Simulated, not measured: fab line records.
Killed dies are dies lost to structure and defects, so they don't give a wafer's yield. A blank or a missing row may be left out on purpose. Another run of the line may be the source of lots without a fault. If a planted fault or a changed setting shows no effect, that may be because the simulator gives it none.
A struck lot beside a sound one	flow nand-harc	17 out of 1302 route steps
Sound: wafers L466.4, L466.5, L466.6. Wafers L464.1, L464.2, L464.3 were the ones struck. The cause is given at the end.
At each step with rows: each side's tool, then ch and its chambers, then its first start. Under that, the readings that differ: sound wafers	struck wafers	difference of the means	sigmas: that difference in standard deviations of wafers without a fault.
alike: same words and numbers on both sides, and readings whose means sit less than 2 such deviations apart. not compared: any withheld reading, any reading some wafer has no value for, any bound like >300 that may hide the same value, and any number with overlapping values for which the record gives no deviation.
A row with sigmas, a row that says differs or no value, or rows on one side alone: a step with any of these is where the two part. Numbers that don't overlap but have no deviation are shown without sigmas and don't part them. A reading that every wafer of one side lacks parts them only if that side has two wafers or more.

NHARC_A_STAIRCASE_CMP_472: polishes SiO2.
  sound on cmp-02 ch 0,1,3, day 25 13:59; struck on cmp-03 ch 0,1,3, day 24 00:08
  alike: motor-current-A
then, 1 step without rows for these wafers: NHARC_A_STAIRCASE_SRD_474.
NHARC_A_STAIRCASE_INSPECT_155:
  sound on defect-inspect-02 at day 25 14:16; struck on defect-inspect-02 at day 24 00:28
  alike: raw-defect-count
NHARC_A_SGD_CUT_DEP_00: deposits SiNx, target thk 50 nm.
  sound on pecvd-04 ch 0,1,2, day 25 14:25; struck on pecvd-04 ch 0,1,2, day 24 00:32
  alike: heater-power-w
then, 7 steps without rows for these wafers: NHARC_A_SGD_CUT_DEHYDRATE_01 (time 120 s); NHARC_A_SGD_CUT_HMDS_02 (time 30 s); NHARC_A_SGD_CUT_COAT_56 (time 75 s); NHARC_A_SGD_CUT_COAT_57 (time 65 s); NHARC_A_SGD_CUT_COAT_03 (resist thk 90 nm); NHARC_A_SGD_CUT_SOFTBAKE_04 (time 55 s); NHARC_A_SGD_CUT_EBR_05.
NHARC_A_SGD_CUT_EXPOSE_06: exposes mask SGD.
  sound on arfi-scanner-01 ch 0, day 25 14:56; struck on arfi-scanner-03 ch 0, day 24 01:01
reading	sound	struck	difference	sigmas
exposure-dose-mJ-cm2	85.50 85.54 85.54	91.31 91.19 91.45	+5.79	+70
  alike: mask, focus-offset-nm
then, 2 steps without rows for these wafers: NHARC_A_SGD_CUT_PEB_07 (peb time 65 s); NHARC_A_SGD_CUT_DEVELOP_08 (develop time 35 s).
NHARC_A_SGD_CUT_CD_MEAS_09: the cd target is 100 nm.
  sound on cd-sem-01 ch 0, day 25 15:04; struck on cd-sem-03 ch 0, day 24 01:10
reading	sound	struck	difference	sigmas
cd-nm (nm)	100.3 100.8 99.0	104.7 104.6 104.9	+4.7	+10
NHARC_A_SGD_CUT_OVL_MEAS_10:
  sound on overlay-01 at day 25 15:09; struck on overlay-01 at day 24 01:15
reading	sound	struck	difference	sigmas
overlay-y-nm (nm)	-1.7 -1.4 -0.6	0.9 0.9 0.8	+2.1	+3
  alike: overlay-x-nm
-- break in the record here, with 6 days between the starts of the struck wafers on either side (left off in module A_SGD_CUT, picked up again in module END, where the first step shown is number 1302 on the route) --
NHARC_END_SORT_01:
  sound on prober-02 ch 0, day 30 23:11; struck on prober-01 ch 0, day 30 02:27
reading	sound	struck	difference	sigmas
killed-at-array	92 87 65	34 43	-43	-2
killed-dies	96 91 66	38 44	-43	-2
  alike: killed-at-other, killed-at-periphery, killed-open, killed-short

## WHERE THEY PART
Last at NHARC_END_SORT_01 as far as this record goes, first at NHARC_A_SGD_CUT_EXPOSE_06.

WHY: what had been put in by the simulator
Process parameter drift: arfi-scanner-03, from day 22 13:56 on, at NHARC_A_SGD_CUT_EXPOSE_06. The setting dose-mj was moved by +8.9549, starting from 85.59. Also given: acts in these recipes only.
